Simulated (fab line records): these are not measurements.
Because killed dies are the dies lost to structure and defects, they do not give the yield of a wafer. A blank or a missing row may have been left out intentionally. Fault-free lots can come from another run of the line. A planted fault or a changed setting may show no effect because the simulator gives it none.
8D (eight disciplines) problem report, filled in by code ; flow nand harc ; the parts of the form that need people (team, actions taken, sign-off) are left out

## 1. WHAT WENT WRONG
At NHARC_A_M1_ETCH_28, run length s averages 71.9 s over 3 wafers from 2 lots, while fault-free wafers read 94.3 s, standard deviation 0.4. Relative to the usual mean, that is a shift of -56 standard deviations.
The step: etches the open film in CF4/N2, target depth 30 nm, time 72.99 s.
First seen on wafer L861.2, day 29 02:28, on rie diel-04. The record has a number at this step for 39 wafers belonging to 13 lots. Rule for "out", or "out of limits": more than 4 standard deviations from the usual mean. Any other wafer with a number is counted as sound.

## 2. WHAT IT IS, AND WHAT IT ISN'T
question;is;is not
which readings at this step;run length s;cf4 flow sccm, chamber pressure mTorr, drypump motor current A, oes product au, rf vpp V, showerhead plenum p Torr
which lots;L861, L864;L847, L848, L849, L850, L851, L852, L853, L854, L866, L869, L870
which wafers of those lots;L861.2, L861.4, L864.1;L861.5, L864.3, L864.6
read on which tools;rie diel-04;rie diel-09, rie diel-12
when;from day 29 02:28;"up to then (25 sound wafers); but 11 sound wafers of L864, L866, L869, L870 came after"

## 3. THE SUSPECTS, EACH WITH WHAT RULES IT OUT
Counting: if a tool at a process step up to the reading ran every lot that is out, it stays a suspect. Sound lots after the first of them don't rule it out here, since some wafers of a struck lot are sound.
- rie diel-04 at NHARC_A_M1_ETCH_28 (etches the open film in CF4/N2, target depth 30 nm, time 72.99 s): kept. It processed each lot that is out (first: L861, day 29 02:28); up to then, its last sound lot is L848 (day 23 16:38). Its own run length s readings are out on those wafers.
Remaining after the count: rie diel-04 at NHARC_A_M1_ETCH_28.

## 4. THE CAUSE (what the simulator had put in)
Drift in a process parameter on rie diel-04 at NHARC_A_M1_ETCH_28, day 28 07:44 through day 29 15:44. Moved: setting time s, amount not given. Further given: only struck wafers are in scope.
Counting left only this tool.

## 5. THE EFFECT CHAIN, in route order
Each row: a reading whose mean over the struck wafers that have a number lies more than 3 standard deviations from the usual. Readings are gone through only where the record gives a usual standard deviation; hours: the median, over the lots, of the time from a lot's start at the first step in this table giving one to that lot's start at this step; sigmas: the change measured in usual standard deviations.
hours;step;reading;usual;on struck wafers;change;sigmas
0;NHARC_A_M1_ETCH_28;run length s;94.3 s;71.9;-22.4;-56
It contains these process steps:
- NHARC_A_M1_ETCH_28: etches the open film in CF4/N2, target depth 30 nm, time 72.99 s.

## 6. HOW IT WOULD HAVE BEEN CAUGHT EARLIER
In this record no reading fell out of limits until day 29 02:28, 19 hours after the fault had begun at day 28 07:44.
